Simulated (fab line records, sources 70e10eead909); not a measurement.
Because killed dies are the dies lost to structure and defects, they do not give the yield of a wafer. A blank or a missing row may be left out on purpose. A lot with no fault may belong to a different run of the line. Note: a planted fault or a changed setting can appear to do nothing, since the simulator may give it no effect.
Which tool was responsible? | flow nand harc | 7 lots, 21 wafers sampled, at 2 steps of a route of 1302

== WHAT THE GAUGES SHOWED, per wafer ==
NHARC_A_CONTACT_CD_MEAS_80.
lot  | measured     | on        | cd nm (nm)
L954 | day 22 21:24 | cd sem-03 | 290.3 290.2 290.6
L957 | day 24 05:00 | cd sem-02 | 288.9 289.9 289.8
L960 | day 26 01:37 | cd sem-03 | 290.2 290.3 290.2
L962 | day 26 06:55 | cd sem-03 | 289.9 290.2 290.5
L964 | day 27 07:38 | cd sem-02 | 289.4 289.5 288.5
L973 | day 30 15:29 | cd sem-01 | 289.5 290.0 288.9
L976 | day 32 07:53 | cd sem-02 | 289.2 289.9 289.6

== EACH LOT AND THE TOOL THAT RAN IT (in order: tool; ch and the chambers of the sampled wafers; start) ==
lot  | NHARC_A_CONTACT_ETCH_91
L954 | rie diel-08 ch 0,2,3, day 22 21:09
L957 | rie diel-03 ch 1,2,3, day 24 04:47
L960 | rie diel-02 ch 2,3, day 26 01:18
L962 | rie diel-08 ch 0,1,2, day 26 06:43
L964 | rie diel-02 ch 0,1,3, day 27 07:26
L973 | rie diel-08 ch 1,2,3, day 30 15:16
L976 | rie diel-08 ch 0,1,3, day 32 07:40
- NHARC_A_CONTACT_ETCH_91: etches the open film in CH3F/O2, target depth 40 nm, time 85.7 s.

== THE ANSWER, worked out from the rows above alone ==
Rule: what is usual is taken from the lots themselves. The widest of any qualifying gaps counts: lots, ordered by their means at a reading, are off when they make up no more than a third of the lots, leave a main group of 4 or more, and stand apart from it by 3 or more times the standard deviation of that group's means. A main group whose means are all the same, to the digits that the tables above print for the reading, isn't used. A lot without any number at a reading at which 4 lots or more have one is off too. The other lots that the step has rows for count as sound.
None of the lots is off at any reading shown; this tells nothing.

== WHAT WAS PUT IN BY THE SIMULATOR ==
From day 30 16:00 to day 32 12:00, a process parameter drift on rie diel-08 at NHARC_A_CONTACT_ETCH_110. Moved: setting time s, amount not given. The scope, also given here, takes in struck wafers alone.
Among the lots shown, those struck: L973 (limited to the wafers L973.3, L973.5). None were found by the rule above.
